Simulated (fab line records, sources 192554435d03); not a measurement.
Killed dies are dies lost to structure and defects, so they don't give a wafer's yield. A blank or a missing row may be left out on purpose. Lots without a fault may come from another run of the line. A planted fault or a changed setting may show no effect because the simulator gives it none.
Chamber matching | flow n5_finfet | N5_FIN_CUT_DESCUM_13 on rie_diel-02: 4 sister chambers
The step chemistry O2, time 7 s. 8 wafers are shown with their chamber, then 10 later ones without.

WAFERS WITH THEIR CHAMBER
wafer  | chamber | showerhead_plenum_p_Torr (Torr) | throttle_valve_pct (%)
L077.2 | 1       | 2.05                            | 20.45
L080.3 | 1       | 2.04                            | 20.46
L080.6 | 3       | 2.17                            | 20.63
L084.6 | 3       | 2.16                            | 20.63
L088.2 | 2       | 2.05                            | 20.20
L088.4 | 0       | 1.99                            | 20.23
L089.1 | 2       | 2.05                            | 20.19
L089.3 | 0       | 1.99                            | 20.27

WAFERS WITHOUT THEIR CHAMBER
wafer  | showerhead_plenum_p_Torr (Torr) | throttle_valve_pct (%)
L089.6 | 1.99                            | 20.26
L090.1 | 1.99                            | 20.25
L090.4 | 1.99                            | 20.25
L090.6 | 2.05                            | 20.20
L093.1 | 2.16                            | 20.66
L093.4 | 1.99                            | 20.26
L093.5 | 2.04                            | 20.06
L094.4 | 2.04                            | 20.08
L094.5 | 1.99                            | 20.26
L094.6 | 2.04                            | 20.06

WHICH CHAMBER EACH WENT THROUGH
wafer  | from the rows above | in truth
L089.6 | 0                   | 0
L090.1 | 0                   | 0
L090.4 | 0                   | 0
L090.6 | 2                   | 2
L093.1 | 3                   | 3
L093.4 | 0                   | 0
L093.5 | 2                   | 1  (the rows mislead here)
L094.4 | 2                   | 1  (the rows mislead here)
L094.5 | 0                   | 0
L094.6 | 2                   | 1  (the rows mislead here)
Placed correctly: 7 of 10. Can't be placed from these rows: 0. Placed wrongly: 3.
How it was worked out, from the rows above alone: a wafer's distance from a chamber is the root of the sum, over the readings, of the square of ((its reading less the chamber's mean) divided by the reading's scatter). The wafer belongs to the nearest chamber; if the next one is less than 2 further off, it can't be placed. A chamber's mean is the mean of its shown wafers. The scatter: the root of (the sum of the squares of (reading less its chamber's mean) over the shown wafers, divided by (wafers less chambers)).
